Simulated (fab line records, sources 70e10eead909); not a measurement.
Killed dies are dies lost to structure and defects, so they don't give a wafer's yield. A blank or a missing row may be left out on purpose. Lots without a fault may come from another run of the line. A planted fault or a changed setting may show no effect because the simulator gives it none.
Which tool did it? | flow nand_harc | 12 lots, 36 wafers sampled, at 6 steps of a route of 1302

WHAT THE GAUGES READ, wafer by wafer
NHARC_A_CHANNEL_FILL_D1_INSPECT_13.
lot  | measured     | on                | raw_defect_count
L074 | day 11 10:03 | defect_inspect-02 | 297 453 240
L077 | day 12 10:37 | defect_inspect-01 | 417 367 559
L079 | day 13 05:09 | defect_inspect-02 | 166 123 197
L080 | day 13 12:56 | defect_inspect-01 | 316 385 271
L083 | day 14 17:29 | defect_inspect-02 | 176 117 137
L085 | day 15 15:33 | defect_inspect-01 | 405 365 418
L087 | day 16 19:07 | defect_inspect-02 | 271 238 306
L089 | day 17 03:01 | defect_inspect-02 | 344 186 312
L091 | day 17 22:11 | defect_inspect-01 | 325 352 328
L092 | day 19 05:31 | defect_inspect-01 | 212 389 304
L095 | day 19 23:58 | defect_inspect-02 | 279 170 340
L097 | day 20 08:43 | defect_inspect-01 | 148 252 378

WHICH TOOL RAN EACH LOT (tool, then ch and the chambers of the sampled wafers, then the start)
lot  | NHARC_A_CHANNEL_HOLE_D1_DEP_00 | NHARC_A_CHANNEL_HOLE_D1_ETCH_21  | NHARC_A_CHANNEL_HOLE_D1_ETCH_24  | NHARC_A_CHANNEL_FILL_D1_ALD_15                 | NHARC_A_CHANNEL_FILL_D1_ETCHBACK_20
L074 | acl_dep-01 ch 0, day 8 19:40   | har_etch-01 ch 0,1, day 9 00:34  | har_etch-01 ch 0,1, day 9 02:20  | ald_sin_batch-01 ch 0, day 9 16:25             | rie_diel-12 ch 2,3, day 10 10:26
L077 | acl_dep-02 ch 0, day 9 22:59   | har_etch-02 ch 0,1, day 10 03:36 | har_etch-02 ch 0,1, day 10 05:18 | ald_sin_batch-02 ch 0, day 11 10:44 or earlier | rie_diel-13 ch 0,3, day 11 10:44
L079 | acl_dep-02 ch 0, day 10 17:10  | har_etch-01 ch 0,1, day 10 23:48 | har_etch-01 ch 0,1, day 11 01:34 | ald_sin_batch-01 ch 0, day 12 05:31 or earlier | rie_diel-10 ch 0,2,3, day 12 05:31
L080 | acl_dep-03 ch 0, day 11 03:47  | har_etch-02 ch 0,1, day 11 07:53 | har_etch-02 ch 0,1, day 11 09:41 | ald_sin_batch-01 ch 0, day 12 13:20 or earlier | rie_diel-10 ch 0,1,2, day 12 13:20
L083 | acl_dep-03 ch 0, day 12 07:09  | har_etch-01 ch 0,1, day 12 11:35 | har_etch-01 ch 0,1, day 12 13:17 | ald_sin_batch-01 ch 0, day 13 17:10 or earlier | rie_diel-12 ch 0,1,3, day 13 17:10
L085 | acl_dep-02 ch 0, day 13 03:27  | har_etch-01 ch 0,1, day 13 08:39 | har_etch-01 ch 0,1, day 13 10:21 | ald_sin_batch-02 ch 0, day 14 15:08 or earlier | rie_diel-12 ch 0,1, day 14 15:08
L087 | acl_dep-01 ch 0, day 14 05:59  | har_etch-02 ch 0,1, day 14 11:43 | har_etch-02 ch 0,1, day 14 13:29 | ald_sin_batch-02 ch 0, day 15 18:11 or earlier | rie_diel-12 ch 0,1,3, day 15 18:11
L089 | acl_dep-01 ch 0, day 14 14:34  | har_etch-02 ch 0,1, day 14 20:01 | har_etch-02 ch 0,1, day 14 21:43 | ald_sin_batch-01 ch 0, day 16 04:20 or earlier | rie_diel-10 ch 0,1,3, day 16 04:20
L091 | acl_dep-02 ch 0, day 15 10:27  | har_etch-02 ch 0,1, day 15 14:22 | har_etch-02 ch 0,1, day 15 16:14 | ald_sin_batch-01 ch 0, day 16 22:20 or earlier | rie_diel-12 ch 0,1, day 16 22:20
L092 | acl_dep-03 ch 0, day 16 13:52  | har_etch-01 ch 0,1, day 16 21:13 | har_etch-01 ch 0,1, day 16 22:55 | ald_sin_batch-02 ch 0, day 18 05:46 or earlier | rie_diel-10 ch 0,2, day 18 05:46
L095 | acl_dep-01 ch 0, day 17 10:39  | har_etch-02 ch 0,1, day 17 15:11 | har_etch-02 ch 0,1, day 17 16:56 | ald_sin_batch-02 ch 0, day 18 20:46 or earlier | rie_diel-10 ch 0,1,3, day 18 20:46
L097 | acl_dep-02 ch 0, day 17 15:19  | har_etch-02 ch 0,1, day 18 03:14 | har_etch-02 ch 0,1, day 18 04:56 | ald_sin_batch-01 ch 0, day 19 09:15 or earlier | rie_diel-12 ch 0,1,3, day 19 09:15
- NHARC_A_CHANNEL_HOLE_D1_DEP_00: deposits aC, target thk 3100 nm.
- NHARC_A_CHANNEL_HOLE_D1_ETCH_21: etches the open film in C4F8/O2/Ar, time 514.3 s, target depth 1600 nm.
- NHARC_A_CHANNEL_HOLE_D1_ETCH_24: etches the open film in C4F8/O2/Ar, time 906.2 s, target depth 1500 nm.
- NHARC_A_CHANNEL_FILL_D1_ALD_15: deposits SiNx, target thk 2 nm, pulse time 60 s, ald cycles 19.
- NHARC_A_CHANNEL_FILL_D1_ETCHBACK_20: etches the open film in C4F8/O2/Ar, target depth 27 nm, time 13.5 s.

THE ANSWER, worked out from the rows above alone
Rule: what is usual is taken from the lots themselves. Put in order of their means at a reading, lots are off if they are a third of the lots or fewer, leave a main group of 4 or more, and stand apart from it by a gap of 3 or more times the standard deviation of the main group's means; of several such gaps the widest counts. A main group whose means are all the same, to the digits that the tables above print for the reading, isn't used. A lot without any number at a reading at which 4 lots or more have one is off too. The other lots that the step has rows for count as sound.
No lot is off at any reading shown: from this, nothing can be told.

WHAT THE SIMULATOR HAD PUT IN
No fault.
